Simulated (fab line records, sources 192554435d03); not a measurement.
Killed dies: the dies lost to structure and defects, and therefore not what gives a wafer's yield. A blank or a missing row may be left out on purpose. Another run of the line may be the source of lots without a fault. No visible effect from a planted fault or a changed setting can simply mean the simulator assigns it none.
fab line records | flow n5Finfet | part 1 of 2: steps 1 to 21 of 33
record lots=5 wafers=15 lastDay=18
route steps=1938 shown BEOL_M10@1470
lots that met no fault: from a run of the same line without faults
startH: hours from the record's opening day to when the first of the lot's shown wafers began | waitH: hours since the lot's step before | " as in the row above | L1.1+2: several wafers, shown together as one row | - no value present, or no start provided | * or withheld: withheld | < > ~ a bound
route shown NAME@n: NAME is a module with steps in the file, n the number in the route of the first one | usual: mean/standard deviation of fault-free wafers | same: alike in all rows | chamber/n: place in a boat | sites: readings site by site | _std_site: their standard deviation | _edge_site: mean of outer sites minus mean of inner sites | radiusMm: how far each site lies from the wafer's centre | mask NAME#n: copy n | behind: the tool/chamber that last shaped the wafer | hold: why the lot went on hold/how many hours it stayed there/how the hold came to an end | device: which transistor (n, p or np) failed to switch | end of line: tests of these same wafers at the route's end | a step given without rows: its recipe and nothing more | killed: dies that structure and defects cost at the first sort, which is not the same as the wafer's yield | map: dies across one wafer; x = killed, . = not, _ = none there
set.NAME: the setting that was run; set.NAME@STEP: the one run at that earlier step | model.NAME: the simulator's own value behind a step, which no gauge read
certain route steps with their lots: each step a table, each wafer a row
services: a tool's chamber out of use, with start hour (startH, from the record's first day; less than 0 if before it), hours out, and reason
## steps
# step N5_BEOL_M10_ILD_DEP_00
# recipe material=SiCOH_lowk targetThkA=3085.1 tempC=300 precursor=DEMS/porogen pressureTorr=5 rfW=500 timeS=58
# usual heaterPowerW=297/47 showerheadPlenumPTorr=5.742/0.015 throttleValvePct=14.1/0.68
# columns lot.wafer tool chamber startH waitH heaterPowerW showerheadPlenumPTorr throttleValvePct
L075.1 pecvd-03 0 215.83 0.0 302 5.763 14.6
L075.3 " 1 " " 357 5.734 14.4
L075.6 " 0 " " 306 5.757 14.6
L079.3 pecvd-04 0 228.35 0.1 249 5.747 14.3
L079.4 " 1 " " 279 5.764 13.8
L079.5 " 1 " " 290 5.761 13.6
L080.1 pecvd-04 0 230.93 0.0 304 5.741 14.5
L080.5 " 0 " " 254 5.756 14.8
L080.6 " 1 " " 264 5.758 13.7
L094.1 pecvd-02 2 339.77 0.0 368 5.737 14.0
L094.2 " 0 " " 266 5.736 14.5
L094.6 " 0 " " 280 5.728 14.6
L096.2 pecvd-04 1 376.31 0.0 300 5.773 13.6
L096.3 " 2 " " 208 5.724 12.7
L096.6 " 1 " " 310 5.747 13.7
# step N5_BEOL_M10_CURE_71
# recipe tempC=385 timeS=240 ambient=He/Ar material=SiCOH_lowk
# usual lampPowerPct=52.31/0.053 wafer_temp_C_max=387.6/0.71
# columns lot.wafer tool chamber startH waitH lampPowerPct wafer_temp_C_max
L075.1 uvCure-02 0 216.08 0.2 52.29 387.9
L075.3 " 0 " " 52.28 388.9
L075.6 " 0 " " 52.26 386.8
L079.3 uvCure-03 1 228.59 0.2 52.22 386.4
L079.4 " 1 " " 52.30 386.4
L079.5 " 1 " " 52.32 386.4
L080.1 uvCure-01 2 231.03 0.1 52.31 387.5
L080.5 " 2 " " 52.35 388.0
L080.6 " 2 " " 52.28 387.2
L094.1 uvCure-03 0 339.85 0.0 52.35 388.4
L094.2 " 0 " " 52.36 387.5
L094.6 " 0 " " 52.23 387.4
L096.2 uvCure-01 2 376.47 0.1 52.25 388.5
L096.3 " 2 " " 52.33 388.1
L096.6 " 2 " " 52.30 388.0
# step N5_BEOL_M10_THK_MEAS_01
# recipe reads=SiCOH_lowk_of_BEOL_M10_ILD_DEP_00
# usual M10_ILD_THK=268/3.7
# columns lot.wafer tool chamber startH waitH M10_ILD_THK[nm]
L075.1 filmMetro-02 - 216.60 0.4 267
L075.3 " - " " 263
L075.6 " - " " 272
L079.3 filmMetro-02 - 228.94 0.3 268
L079.4 " - " " 274
L079.5 " - " " 271
L080.1 filmMetro-02 - 231.55 0.4 265
L080.5 " - " " 272
L080.6 " - " " 272
L094.1 filmMetro-02 - 340.36 0.4 260
L094.2 " - " " 261
L094.6 " - " " 268
L096.2 filmMetro-02 - 376.90 0.4 269
L096.3 " - " " 269
L096.6 " - " " 276
# step N5_BEOL_M10_PECVD_70
# recipe material=SiO2 targetThkA=200 tempC=400 precursor=TEOS/O2 pressureTorr=5.5 rfW=450 teosFlowSccm=53.8 gas=O2 flowSccm=3000 timeS=22.7
# usual heaterPowerW=694/99 showerheadPlenumPTorr=8.80/0.057 throttleValvePct=22.8/1.1
# columns lot.wafer tool chamber startH waitH heaterPowerW showerheadPlenumPTorr throttleValvePct
L075.1 pecvd-04 0 216.63 0.0 710 8.84 23.5
L075.3 " 0 " " 721 8.84 23.5
L075.6 " 0 " " 721 8.85 23.4
L079.3 pecvd-04 1 229.00 0.1 686 8.87 22.1
L079.4 " 0 " " 720 8.83 23.6
L079.5 " 1 " " 681 8.87 22.4
L080.1 pecvd-02 1 231.58 0.0 637 8.74 22.7
L080.5 " 1 " " 659 8.74 22.8
L080.6 " 2 " " 984 8.73 22.1
L094.1 pecvd-04 0 340.40 0.0 691 8.84 24.2
L094.2 " 1 " " 658 8.85 22.3
L094.6 " 1 " " 643 8.84 22.3
L096.2 pecvd-02 1 376.94 0.0 637 8.75 22.8
L096.3 " 2 " " 966 8.72 22.5
L096.6 " 2 " " 1013 8.69 22.5
# step N5_BEOL_M10_HM_DEP_02
# recipe material=TiN targetThkA=200 tempC=25 chamberPressurePa=0.49996
# usual throttleValvePct=30.1/1
# columns lot.wafer tool chamber startH waitH throttleValvePct
L075.1 pvdSputter-03 - 217.25 0.6 31.4
L075.3 " - " " 28.1
L075.6 " - " " 31.2
L079.3 pvdSputter-03 - 229.05 0.0 28.3
L079.4 " - " " 31.0
L079.5 " - " " 30.9
L080.1 pvdSputter-02 - 231.66 0.1 30.7
L080.5 " - " " 28.9
L080.6 " - " " 29.2
L094.1 pvdSputter-01 - 342.58 2.2 31.3
L094.2 " - " " 30.2
L094.6 " - " " 30.1
L096.2 pvdSputter-01 - 377.54 0.6 30.1
L096.3 " - " " 31.5
L096.6 " - " " 30.3
# step N5_BEOL_M10_COAT_59
# recipe resist=SOC tempC=250 timeS=60 spinRpm=1500 resistThkNm=100
# columns lot.wafer tool chamber startH waitH
L075.1+3+6 lithoTrack-04 0 217.37 0.1
L079.3+4+5 lithoTrack-03 0 229.18 0.1
L080.1+5+6 lithoTrack-03 0 231.79 0.1
L094.1+2+6 lithoTrack-03 0 342.71 0.1
L096.2+3+6 lithoTrack-02 0 377.67 0.1
# step N5_BEOL_M10_COAT_60
# recipe resist=SiARC tempC=220 timeS=60 spinRpm=1500 resistThkNm=30
# columns lot.wafer tool chamber startH waitH
L075.1+3+6 lithoTrack-04 0 - -
L079.3+4+5 lithoTrack-03 0 - -
L080.1+5+6 lithoTrack-03 0 - -
L094.1+2+6 lithoTrack-03 0 - -
L096.2+3+6 lithoTrack-02 0 - -
# step N5_BEOL_M10_COAT_05
# recipe resist=CAR-ArF spinRpm=1500 resistThkNm=90
# columns lot.wafer tool chamber startH waitH
L075.1+3+6 lithoTrack-04 0 - -
L079.3+4+5 lithoTrack-03 0 - -
L080.1+5+6 lithoTrack-03 0 - -
L094.1+2+6 lithoTrack-03 0 - -
L096.2+3+6 lithoTrack-02 0 - -
# step N5_BEOL_M10_EBR_07
# recipe solvent=PGMEA ebrWidthMm=1.5
# columns lot.wafer tool chamber startH waitH
L075.1+3+6 lithoTrack-04 0 - -
L079.3+4+5 lithoTrack-03 0 - -
L080.1+5+6 lithoTrack-03 0 - -
L094.1+2+6 lithoTrack-03 0 - -
L096.2+3+6 lithoTrack-02 0 - -
# step N5_BEOL_M10_SOFTBAKE_06
# recipe tempC=110 timeS=60 resist=CAR-ArF
# columns lot.wafer tool chamber startH waitH
L075.1+3+6 lithoTrack-04 0 - -
L079.3+4+5 lithoTrack-03 0 - -
L080.1+5+6 lithoTrack-03 0 - -
L094.1+2+6 lithoTrack-03 0 - -
L096.2+3+6 lithoTrack-02 0 - -
# step N5_BEOL_M10_EXPOSE_08
# recipe maskId=M10 na=1.35 sourceShape=dipole sigmaInner=0.411 sigmaOuter=0.611 polarization=te doseMj=53.75
# usual focusOffsetNm=-0.1/0.55
# same na=1.35
# columns lot.wafer tool chamber startH waitH mask focusOffsetNm
L075.1 arfiScanner-02 0 217.49 - M10#0 0.6
L075.3 " 0 " " M10#0 0.5
L075.6 " 0 " " M10#0 -0.3
L079.3 arfiScanner-02 0 229.44 - M10#0 -1.4
L079.4 " 0 " " M10#0 0.2
L079.5 " 0 " " M10#0 -1.4
L080.1 arfiScanner-01 0 232.03 - M10#0 0.4
L080.5 " 0 " " M10#0 -0.4
L080.6 " 0 " " M10#0 0.4
L094.1 arfiScanner-02 0 342.83 - M10#0 -0.9
L094.2 " 0 " " M10#0 -0.3
L094.6 " 0 " " M10#0 -0.4
L096.2 arfiScanner-02 0 377.79 - M10#0 -0.5
L096.3 " 0 " " M10#0 -0.7
L096.6 " 0 " " M10#0 -1.5
# step N5_BEOL_M10_PEB_09
# recipe pebTempC=withheld pebTimeS=60 resist=CAR-ArF
# columns lot.wafer tool chamber startH waitH
L075.1+3+6 lithoTrack-03 0 217.55 0.1
L079.3+4+5 lithoTrack-02 0 229.49 0.0
L080.1+5+6 lithoTrack-02 0 232.09 0.1
L094.1+2+6 lithoTrack-02 0 342.88 0.1
L096.2+3+6 lithoTrack-04 0 377.85 0.0
# step N5_BEOL_M10_DEVELOP_10
# recipe developTimeS=30 developer=TMAH resist=CAR-ArF rinseLiquid=diw dry=airSpin devTempC=23
# columns lot.wafer tool chamber startH waitH
L075.1+3+6 lithoTrack-03 0 - -
L079.3+4+5 lithoTrack-02 0 - -
L080.1+5+6 lithoTrack-02 0 - -
L094.1+2+6 lithoTrack-02 0 - -
L096.2+3+6 lithoTrack-04 0 - -
# step N5_BEOL_M10_CD_MEAS_11
# recipe targetCdNm=64.1 landingEnergyEv=500 detector=seInlens polarity=opening
# usual cdNm=64.4/0.56
# columns lot.wafer tool chamber startH waitH cdNm
L075.1 cdSem-01 0 217.62 - 63.6
L075.3 " 0 " " 64.5
L075.6 " 0 " " 64.3
L079.3 cdSem-01 0 229.55 - 63.8
L079.4 " 0 " " 64.4
L079.5 " 0 " " 64.9
L080.1 cdSem-03 0 232.16 - 64.8
L080.5 " 0 " " 64.7
L080.6 " 0 " " 63.7
L094.1 cdSem-01 0 342.95 - 64.7
L094.2 " 0 " " 65.3
L094.6 " 0 " " 64.7
L096.2 cdSem-01 0 377.91 - 63.6
L096.3 " 0 " " 63.6
L096.6 " 0 " " 63.6
# step N5_BEOL_M10_OVL_MEAS_12
# recipe pointsPerWafer=44
# usual M10_OVL=0.1/0.7
# columns lot.wafer tool chamber startH waitH M10_OVL[nm]
L075.1 overlay-02 0 217.65 0.0 -1.1
L075.3 " 0 " " 0.6
L075.6 " 0 " " 0.3
L079.3 overlay-01 0 229.58 0.0 0.4
L079.4 " 0 " " 0.9
L079.5 " 0 " " -0.3
L080.1 overlay-02 0 232.19 0.0 0.0
L080.5 " 0 " " -0.6
L080.6 " 0 " " 0.1
L094.1 overlay-01 0 342.98 0.0 1.5
L094.2 " 0 " " 1.2
L094.6 " 0 " " 0.7
L096.2 overlay-02 0 377.94 0.0 -0.2
L096.3 " 0 " " -0.4
L096.6 " 0 " " -1.6
# step N5_BEOL_M10_INSPECT_13
# recipe mode=adi inspectInstrument=brightfield
# usual rawDefectCount=393/89
# columns lot.wafer tool chamber startH waitH rawDefectCount
L075.1 defectInspect-02 - 217.67 0.0 193
L075.3 " - " " 252
L075.6 " - " " 292
L079.3 defectInspect-01 - 229.61 0.0 361
L079.4 " - " " 461
L079.5 " - " " 418
L080.1 defectInspect-01 - 232.21 0.0 389
L080.5 " - " " 274
L080.6 " - " " 459
L094.1 defectInspect-01 - 343.01 0.0 474
L094.2 " - " " 396
L094.6 " - " " 497
L096.2 defectInspect-01 - 377.97 0.0 429
L096.3 " - " " 562
L096.6 " - " " 527
# step N5_BEOL_M10_DESCUM_16
# recipe chemistry=O2 timeS=7.9 sourcePowerW=50 biasPowerW=20 pressureMtorr=20 rfFrequencyHz=2.712e+07 tempC=40 resist=CAR-ArF o2FlowSccm=225
# usual chamberPressureMTorr=19.999/0.016 drypumpMotorCurrentA=5.9/0.44 oesProductAu=0.82/0.078 rfVppV=243.5/1.6 showerheadPlenumPTorr=2.11/0.081 tempC=40.00/0.1 throttleValvePct=20.39/0.19
# columns lot.wafer tool chamber startH waitH chamberPressureMTorr drypumpMotorCurrentA oesProductAu rfHoursCounterH rfVppV showerheadPlenumPTorr tempC throttleValvePct
L075.1 rieDiel-04 3 217.71 0.0 19.985 5.3 0.86 43 241.8 2.04 40.01 20.11
L075.3 " 1 " " 19.994 6.3 0.88 54 244.4 2.12 40.08 20.35
L075.6 " 3 " " 20.003 5.3 0.86 - 240.1 2.04 39.98 20.13
L079.3 rieDiel-03 3 229.94 0.3 20.003 5.4 0.82 68 243.2 2.21 40.03 20.17
L079.4 " 3 " " 19.998 5.4 0.81 - 243.5 2.21 39.95 20.16
L079.5 " 1 " " 20.010 5.9 0.82 - 244.9 2.11 40.05 20.61
L080.1 rieDiel-03 2 232.25 0.0 19.983 5.1 0.70 222 242.5 2.06 39.93 20.40
L080.5 " 1 " " 20.009 5.9 0.83 - 243.3 2.11 39.94 20.63
L080.6 " 2 " " 20.008 5.1 0.70 - 242.9 2.06 39.92 20.41
L094.1 rieDiel-03 3 343.22 0.2 19.961 5.4 0.77 103 246.2 2.20 40.09 20.23
L094.2 " 2 " " 20.010 5.1 0.96 1 243.9 2.05 39.94 20.12
L094.6 " 2 " " 19.988 5.1 0.97 - 243.2 2.05 39.84 20.12
L096.2 rieDiel-04 3 378.12 0.2 19.993 5.3 0.80 94 242.7 2.02 40.09 20.20
L096.3 " 0 " " 20.015 6.3 0.84 73 242.8 2.05 40.15 20.31
L096.6 " 1 " " 19.977 6.3 0.82 - 244.7 2.10 40.14 20.41
# step N5_BEOL_M10_ETCH_61
# recipe chemistry=CF4 target=SiARC targetDepthA=390 maskMaterial=CAR-ArF timeS=65 ionEnergyEv=80 pressureMtorr=40 sourceW=545 biasW=36 Ar_flow_sccm=100 cf4FlowSccm=100 ends=cleared
# usual biasW=36.01/0.11 chamberPressureMTorr=40.00/0.038 drypumpMotorCurrentA=5.9/0.44 etchRfOnTimeS=64.8/2.1 oesProductAu=0.70/0.067 rfVppV=184.3/1.2 showerheadPlenumPTorr=2.16/0.077 throttleValvePct=15.58/0.25
# columns lot.wafer tool chamber startH waitH biasW chamberPressureMTorr drypumpMotorCurrentA etchRfOnTimeS oesProductAu rfHoursCounterH rfVppV showerheadPlenumPTorr throttleValvePct
L075.1 rieDiel-04 3 217.74 0.0 36.00 39.99 5.3 61.1 0.75 43 183.5 2.09 15.27
L075.3 " 1 " " 36.04 39.94 6.3 62.3 0.77 54 184.6 2.19 15.65
L075.6 " 3 " " 36.11 39.98 5.3 61.2 0.75 - 183.2 2.09 15.27
L079.3 rieDiel-03 3 229.97 0.0 36.18 40.03 5.4 65.4 0.71 68 183.9 2.25 15.30
L079.4 " 3 " " 36.17 40.01 5.4 65.0 0.70 - 185.3 2.25 15.32
L079.5 " 1 " " 35.83 40.00 5.8 67.0 0.69 - 185.4 2.18 15.94
L080.1 rieDiel-03 2 232.28 0.0 36.09 39.98 5.1 68.2 0.58 222 184.9 2.11 15.68
L080.5 " 1 " " 36.02 39.93 5.9 66.6 0.69 - 185.1 2.18 15.93
L080.6 " 2 " " 36.01 40.07 5.1 69.0 0.58 - 181.7 2.11 15.66
L094.1 rieDiel-03 3 343.26 0.0 35.90 39.97 5.4 65.6 0.66 103 185.9 2.23 15.39
L094.2 " 2 " " 36.15 40.06 5.1 67.0 0.81 1 184.6 2.10 15.24
L094.6 " 2 " " 36.16 40.03 5.1 67.9 0.80 - 183.7 2.10 15.27
L096.2 rieDiel-04 3 378.16 0.0 35.97 40.07 5.3 61.7 0.70 94 184.3 2.07 15.38
L096.3 " 0 " " 35.96 40.00 6.3 63.3 0.72 73 183.2 2.09 15.44
L096.6 " 1 " " 36.04 39.94 6.3 62.3 0.71 - 185.5 2.17 15.76
# step N5_BEOL_M10_ETCH_62
# recipe chemistry=N2/H2 target=SOC targetDepthA=1100 overetchA=220 maskMaterial=SiARC tempC=40 timeS=165 ionEnergyEv=200 pressureMtorr=30 sourceW=840 biasW=150 n2FlowSccm=200 h2FlowSccm=200
# usual biasW=150.0/0.41 chamberPressureMTorr=30.000/0.029 drypumpMotorCurrentA=5.9/0.44 oesProductAu=0.70/0.064 rfVppV=524.5/2.8 showerheadPlenumPTorr=2.57/0.099 tempC=40.01/0.12 throttleValvePct=17.79/0.21
# columns lot.wafer tool chamber startH waitH biasW chamberPressureMTorr drypumpMotorCurrentA oesProductAu rfHoursCounterH rfVppV showerheadPlenumPTorr tempC throttleValvePct
L075.1 rieDiel-04 3 217.79 0.0 149.5 29.951 5.3 0.73 43 522.5 2.47 39.99 17.41
L075.3 " 1 " " 150.2 29.985 6.3 0.74 54 524.5 2.58 39.86 17.75
L075.6 " 3 " " 149.7 29.991 5.3 0.72 - 522.6 2.47 40.03 17.41
L079.3 rieDiel-03 3 230.02 0.0 150.1 29.956 5.4 0.70 68 528.2 2.69 39.99 17.60
L079.4 " 3 " " 149.5 29.992 5.4 0.69 - 527.5 2.69 39.78 17.61
L079.5 " 1 " " 149.8 30.024 5.8 0.69 - 523.6 2.56 39.74 17.90
L080.1 rieDiel-03 2 232.33 0.0 150.3 29.998 5.1 0.60 222 522.8 2.53 40.16 18.07
L080.5 " 1 " " 149.7 29.997 5.9 0.70 - 525.8 2.56 39.71 17.90
L080.6 " 2 " " 150.2 29.986 5.1 0.60 - 522.8 2.53 40.06 18.08
L094.1 rieDiel-03 3 343.31 0.0 151.2 29.986 5.4 0.67 103 527.2 2.68 39.91 17.65
L094.2 " 2 " " 149.8 30.053 5.1 0.82 1 522.1 2.52 40.17 17.74
L094.6 " 2 " " 150.3 30.028 5.1 0.81 - 521.6 2.52 40.05 17.74
L096.2 rieDiel-04 3 378.21 0.0 150.4 30.001 5.3 0.68 94 522.6 2.45 40.04 17.49
L096.3 " 0 " " 150.3 29.957 6.3 0.71 73 522.2 2.46 40.09 17.49
L096.6 " 1 " " 150.5 30.012 6.3 0.69 - 523.9 2.56 39.91 17.85
# step N5_BEOL_M10_STRIP_68
# recipe chemistry=N2/H2 tempC=40 n2FlowSccm=200 h2FlowSccm=200 rfFrequencyHz=6e+07
# columns lot.wafer tool chamber startH waitH
L075.1+3+6 rieDiel-04 3,1,3 217.93 0.1
L079.3+4+5 rieDiel-03 3,3,1 230.16 0.1
L080.1+5+6 rieDiel-03 2,1,2 232.47 0.1
L094.1+2+6 rieDiel-03 3,2,2 343.44 0.1
L096.2+3+6 rieDiel-04 3,0,1 378.34 0.1
# step N5_BEOL_M10_STRIP_67
# recipe chemistry=CF4 resist=SiARC powerW=300 biasPowerW=75 pressureMtorr=50 cf4FlowSccm=150 rfFrequencyHz=6e+07
# usual chamberPressureMTorr=50.00/0.049 drypumpMotorCurrentA=5.9/0.44 oesProductAu=0.82/0.076 powerW=299.8/0.84 rfVppV=271.5/1.6 showerheadPlenumPTorr=1.81/0.064 throttleValvePct=13.54/0.25
# columns lot.wafer tool chamber startH waitH chamberPressureMTorr drypumpMotorCurrentA oesProductAu powerW rfHoursCounterH rfVppV showerheadPlenumPTorr throttleValvePct
L075.1 rieDiel-04 3 217.94 0.0 49.96 5.3 0.86 299.3 43 270.6 1.75 13.23
L075.3 " 1 " " 49.94 6.3 0.87 300.8 54 272.2 1.83 13.58
L075.6 " 3 " " 49.97 5.3 0.86 300.2 - 270.9 1.75 13.22
L079.3 rieDiel-03 3 230.17 0.0 50.07 5.4 0.82 300.6 68 273.9 1.88 13.28
L079.4 " 3 " " 50.07 5.4 0.82 299.9 - 274.0 1.88 13.27
L079.5 " 1 " " 49.97 5.9 0.82 299.8 - 270.8 1.83 13.87
L080.1 rieDiel-03 2 232.48 0.0 49.88 5.1 0.70 301.0 222 271.7 1.76 13.66
L080.5 " 1 " " 49.91 5.9 0.83 300.1 - 272.0 1.83 13.88
L080.6 " 2 " " 49.94 5.1 0.70 300.4 - 272.2 1.76 13.65
L094.1 rieDiel-03 3 343.45 0.0 49.96 5.4 0.78 300.3 103 272.7 1.87 13.37
L094.2 " 2 " " 50.03 5.1 0.96 300.9 2 272.2 1.75 13.18
L094.6 " 2 " " 49.95 5.1 0.96 300.7 - 270.7 1.75 13.15
L096.2 rieDiel-04 3 378.35 0.0 49.97 5.3 0.80 300.3 94 269.6 1.73 13.34
L096.3 " 0 " " 50.00 6.3 0.84 299.9 73 270.0 1.77 13.42
L096.6 " 1 " " 50.02 6.3 0.82 299.1 - 272.5 1.81 13.68
